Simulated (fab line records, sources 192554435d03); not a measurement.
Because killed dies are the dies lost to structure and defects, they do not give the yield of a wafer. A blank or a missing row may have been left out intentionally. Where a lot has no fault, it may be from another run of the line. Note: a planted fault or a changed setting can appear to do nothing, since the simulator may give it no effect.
Chamber matching -- flow n5-finfet -- 3 sister chambers for N5_BEOL_M7_DEP_56 on pecvd-02
The step deposits SiCN from 3MS/NH3, target thk 10 nm, time 17.5 s. 14 wafers are shown with their chamber, then 7 later ones without.

## EACH WAFER AND ITS CHAMBER
wafer,chamber,showerhead-plenum-p-Torr (Torr),throttle-valve-pct (%)
L074.1,0,3.653,9.4
L074.2,1,3.674,9.6
L074.5,0,3.654,9.2
L080.2,0,3.656,8.9
L080.3,2,3.658,9.0
L080.4,1,3.670,9.5
L082.1,1,3.663,9.6
L082.3,0,3.649,9.3
L082.4,1,3.663,9.5
L088.1,2,3.661,9.2
L088.2,0,3.655,9.3
L088.5,0,3.654,9.0
L087.3,1,3.678,9.3
L087.4,1,3.672,9.6

SIGNATURES (means of the wafers above)
reading,chamber 0,chamber 1,chamber 2,scatter within a chamber
showerhead-plenum-p-Torr,3.65350,3.67000,3.65950,0.00443
throttle-valve-pct,9.183,9.517,9.100,0.159
Rule: distance of a wafer from a chamber = root of the sum over the readings of ((wafer's reading minus chamber's mean) / reading's scatter) squared. The wafer belongs to the nearest chamber; if the next one is less than 2 further off, it can't be placed. The scatter: the root of (the sum of the squares of (reading less its chamber's mean) over the shown wafers, divided by (wafers less chambers)).

## WAFERS WITHOUT THEIR CHAMBER
wafer,showerhead-plenum-p-Torr (Torr),throttle-valve-pct (%)
L087.5,3.663,9.1
L092.1,3.665,9.4
L092.2,3.652,9.4
L092.5,3.655,9.4
L097.2,3.668,9.6
L097.4,3.672,9.4
L097.5,3.668,9.1

## WHICH CHAMBER EACH WENT THROUGH
wafer,from the rows above,in truth
L087.5,can't be placed: 2 or 0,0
L092.1,can't be placed: 1 or 2 or 0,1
L092.2,can't be placed: 0 or 2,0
L092.5,can't be placed: 0 or 2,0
L097.2,1,1
L097.4,1,1
L097.5,can't be placed: 2 or 1 or 0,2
2 of 7 placed correctly. Not placeable from these rows: 5 (in 5, the candidates include the true chamber). Wrongly placed: 0.
